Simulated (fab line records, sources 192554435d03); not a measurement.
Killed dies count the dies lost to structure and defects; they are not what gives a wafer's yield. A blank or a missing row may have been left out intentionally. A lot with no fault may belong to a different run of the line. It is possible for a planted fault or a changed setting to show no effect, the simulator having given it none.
Struck lot and sound lot, side by side	flow n5-finfet	40 out of 1938 route steps
Sound: these wafers, L520.1, L520.2, L520.3. The struck wafers were L513.1, L513.3, L513.5. The cause is given at the end.
For every step that has rows: the tool of each side, followed by ch and its chambers, followed by its first start. Under that, the readings that differ: sound wafers	struck wafers	difference of the means	sigmas: that difference in standard deviations of wafers without a fault.
alike: same words and numbers on both sides, and readings whose means sit less than 2 such deviations apart. not compared: any withheld reading, any reading some wafer has no value for, any bound like >300 that may hide the same value, and any number with overlapping values for which the record gives no deviation.
The two part at a step that has a row with sigmas, a row that says differs or no value, or rows on one side only. Numbers that don't overlap but have no deviation are shown without sigmas and don't part them. A reading missing from all wafers of one side parts the sides only when that side holds two or more wafers.

first, 11 steps without rows for these wafers: N5_BEOL_M0_CVD_115 (deposits Co from CCTBA/H2, time 120 s); N5_BEOL_M0_SPUTTER_116 (material Cu, target thk 4 nm, time 7.37 s); N5_BEOL_M0_ANNEAL_117 (time 60 s); N5_BEOL_M0_SPUTTER_132 (material Cu, target thk 4 nm, time 7.37 s); N5_BEOL_M0_ANNEAL_133 (time 60 s); N5_BEOL_M0_SPUTTER_134 (material Cu, target thk 4 nm, time 7.37 s); N5_BEOL_M0_ANNEAL_135 (time 60 s); N5_BEOL_M0_SPUTTER_141 (material Cu, target thk 4 nm, time 7.37 s); N5_BEOL_M0_ECD_118 (material Cu, target thk 300 nm); N5_BEOL_M0_ANNEAL_119 (time 90 s); N5_BEOL_M0_CMP_120 (polishes, stops on SiOC, t overpolish 6.9 s).
N5_BEOL_M0_PRE_CLEAN_131: time 15 s.
  sound on cvd-co-02 ch 0,1,2, day 10 11:59; struck on cvd-co-01 ch 1,2, day 9 06:46
reading	sound	struck	difference	sigmas
rf-fwd-power-W (W)	293.9 296.7 296.3	299.0 298.8 297.7	+2.9	+2
  alike: heater-power-w
  not compared: since-wet-clean-h
then, 3 steps without rows for these wafers: N5_BEOL_M0_CO_CAP_123 (material Co, precursor CCTBA/H2, target thk 2 nm, time 102.1 s); N5_BEOL_M0_PRE_CLEAN_124 (time 15 s); N5_BEOL_M0_DEP_125 (deposits SiCN from 3MS/NH3, target thk 8 nm, time 14 s).
N5_BEOL_M0_INSPECT_127: inspects for defects (darkfield).
  sound on defect-inspect-02, day 10 12:16; struck on defect-inspect-02, day 9 07:02
reading	sound	struck	difference	sigmas
raw-defect-count	69 68 94	470 505 510	+418	+19
then, 12 steps without rows for these wafers: N5_BEOL_M1_ILD_DEP_00 (deposits SiOC from DEMS/O2, target thk 79 nm, time 15.3 s); N5_BEOL_M1_PECVD_72 (deposits SiO2 from TEOS/O2, target thk 16 nm, time 18 s); N5_BEOL_M1_HM_DEP_02 (deposits TiN, target thk 20 nm); N5_BEOL_M1_COAT_61 (time 60 s, resist thk 60 nm); N5_BEOL_M1_COAT_62 (time 60 s, resist thk 12 nm); N5_BEOL_M1_COAT_73 (time 60 s, resist thk 5 nm); N5_BEOL_M1_COAT_05 (resist thk 30 nm); N5_BEOL_M1_EBR_07; N5_BEOL_M1_SOFTBAKE_06 (time 60 s); N5_BEOL_M1_EXPOSE_08 (exposes mask M1); N5_BEOL_M1_PEB_09 (peb time 60 s); N5_BEOL_M1_DEVELOP_10 (develop time 30 s).
N5_BEOL_M1_INSPECT_13: inspects for defects (brightfield).
  sound on defect-inspect-02, day 10 14:44; struck on defect-inspect-02, day 9 07:50
reading	sound	struck	difference	sigmas
raw-defect-count	393 343 469	805 1074 1040	+571	+7
then, 8 steps without rows for these wafers: N5_BEOL_M1_DESCUM_16 (chemistry O2, time 7 s); N5_BEOL_M1_ETCH_74 (etches underlayer in N2/H2, target depth 6.5 nm, time 5.2 s); N5_BEOL_M1_ETCH_63 (etches SiARC in CF4, target depth 15.6 nm, time 26 s); N5_BEOL_M1_ETCH_64 (etches SOC in N2/H2, target depth 75 nm, overetch 15 nm, time 112.5 s); N5_BEOL_M1_STRIP_65 (strips in N2/H2); N5_BEOL_M1_STRIP_75 (strips in N2/H2); N5_BEOL_M1_STRIP_66 (strips in CF4); N5_BEOL_M1_HM_OPEN_17 (chemistry Cl2/BCl3, target TiN, target depth 20 nm, overetch 6 nm).
N5_BEOL_M1_INSPECT_30: inspects for defects (brightfield).
  sound on defect-inspect-01, day 10 15:44; struck on defect-inspect-01, day 9 08:42
reading	sound	struck	difference	sigmas
raw-defect-count	380 327 477	783 1073 1036	+569	+7
N5_BEOL_M4_RC_MEAS_101:
  sound on prober-01 ch 0, day 12 03:27; struck on prober-02 ch 0, day 10 15:01
  alike: DIBL_N, DIBL_P, IOFF_N, IOFF_P, ION_N, ION_P, SS_N, SS_P, VT_N, VT_P
-- here the record skips 4 days between the struck wafers' starts before and after, leaving off in module BEOL_M4 and picking up in module PASSIVATION (first step shown: number 1936 of the route) --
N5_PASSIVATION_PROBE_49:
  rows exist in the record for the struck wafers here (prober-01, day 14 20:34), but not for the sound ones

WHERE THEY PART
First at N5_BEOL_M0_PRE_CLEAN_131; last, within this record, at N5_PASSIVATION_PROBE_49.

WHY: the cause the simulator had injected
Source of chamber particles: cvd-co-01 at N5_BEOL_M0_PRE_CLEAN_131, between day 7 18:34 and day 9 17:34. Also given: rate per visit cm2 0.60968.
